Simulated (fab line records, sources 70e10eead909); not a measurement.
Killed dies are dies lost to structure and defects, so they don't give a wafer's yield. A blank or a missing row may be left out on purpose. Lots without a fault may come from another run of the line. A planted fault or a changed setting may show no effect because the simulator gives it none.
Chamber matching | flow nand_harc | NHARC_A_CONTACT_DESCUM_13 on rie_diel-11: 4 sister chambers
The step chemistry O2, time 3 s. 4 wafers are shown with their chamber, then 12 later ones without.

WAFERS WITH THEIR CHAMBER
wafer  | chamber | showerhead_plenum_p_Torr (Torr)
L091.3 | 0       | 1.87
L091.4 | 3       | 2.00
L092.4 | 2       | 1.95
L092.5 | 1       | 1.94

WAFERS WITHOUT THEIR CHAMBER
wafer  | showerhead_plenum_p_Torr (Torr)
L093.1 | 1.87
L093.2 | 2.00
L093.4 | 1.94
L095.1 | 1.94
L095.2 | 1.93
L095.4 | 1.86
L094.3 | 1.93
L094.4 | 1.86
L094.6 | 1.86
L097.2 | 2.00
L097.3 | 1.86
L097.4 | 1.94

WHICH CHAMBER EACH WENT THROUGH
wafer  | from the rows above     | in truth
L093.1 | 0                       | 0
L093.2 | 3                       | 3
L093.4 | can't be placed: 1 or 2 | 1
L095.1 | can't be placed: 1 or 2 | 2
L095.2 | can't be placed: 1 or 2 | 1
L095.4 | 0                       | 0
L094.3 | can't be placed: 1 or 2 | 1
L094.4 | 0                       | 0
L094.6 | 0                       | 0
L097.2 | 3                       | 3
L097.3 | 0                       | 0
L097.4 | can't be placed: 1 or 2 | 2
Placed correctly: 7 of 12. Can't be placed from these rows: 5 (the true chamber is among the candidates in 5). Placed wrongly: 0.
How it was worked out, from the rows above alone: a wafer's distance from a chamber is the root of the sum, over the readings, of the square of ((its reading less the chamber's mean) divided by the reading's scatter). The wafer belongs to the nearest chamber; if the next one is less than 2 further off, it can't be placed. A chamber's mean is the mean of its shown wafers. The scatter: with one shown wafer a chamber, the root of the mean of the squares of how far each hidden wafer lies from its nearest shown one.
